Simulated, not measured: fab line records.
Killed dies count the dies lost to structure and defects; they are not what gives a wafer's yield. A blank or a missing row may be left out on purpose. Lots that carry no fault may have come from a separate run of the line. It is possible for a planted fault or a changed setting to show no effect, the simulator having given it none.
Chamber matching	flow n5Finfet	N5_HKMG_FIN_ALD_21 on aldMetal-01 has 4 sister chambers
The step deposits TiN, target thk 1.5 nm, pulse time 1 s, purge time 3 s. 18 wafers are shown with their chamber, then 9 later ones without.

WAFERS WITH THEIR CHAMBER
wafer	chamber	heaterPowerW (W)	precursorPulseHeightRel
L077.3	3	988	0.979
L077.5	2	750	1.004
L077.6	3	1026	0.992
L080.2	0	894	1.000
L080.5	0	896	1.011
L080.6	2	774	0.994
L085.2	1	973	0.996
L085.5	0	897	0.987
L085.6	3	1007	1.026
L086.3	3	985	1.007
L086.4	0	891	1.021
L086.5	3	985	1.041
L087.1	2	760	0.984
L087.4	3	993	1.016
L087.5	0	902	1.035
L093.1	0	895	0.994
L093.4	2	761	1.010
L093.6	1	976	1.018

SIGNATURES, as means of the wafers listed above
reading	chamber 0	chamber 1	chamber 2	chamber 3	scatter within a chamber
heaterPowerW	895.83	974.50	761.25	997.33	11
precursorPulseHeightRel	1.00800	1.00700	0.99800	1.01017	0.0185
Rule: for a wafer and a chamber, the distance is found by dividing, reading by reading, the gap between the wafer's reading and the chamber's mean by the reading's scatter, squaring, summing and taking the root. The wafer belongs to the nearest chamber; if the next one is less than 2 further off, it can't be placed. How the scatter is found: for the shown wafers, subtract from each reading the mean of its chamber, square and add these, divide the total by (wafers less chambers), then take the root.

WAFERS WITHOUT THEIR CHAMBER
wafer	heaterPowerW (W)	precursorPulseHeightRel
L095.1	906	1.013
L095.2	988	0.993
L095.3	742	1.012
L096.1	893	0.977
L096.3	966	1.028
L096.4	748	0.991
L097.1	765	0.965
L097.3	775	0.980
L097.6	769	0.999

CHAMBER TAKEN BY EACH
wafer	from the rows above	in truth
L095.1	0	0
L095.2	can't be placed: 3 or 1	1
L095.3	2	2
L096.1	0	0
L096.3	can't be placed: 1 or 3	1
L096.4	2	2
L097.1	2	2
L097.3	2	2
L097.6	2	2
Correctly placed: 7 of 9. These rows do not allow placing 2 (true chamber among the candidates in 2). Placed wrongly: 0.
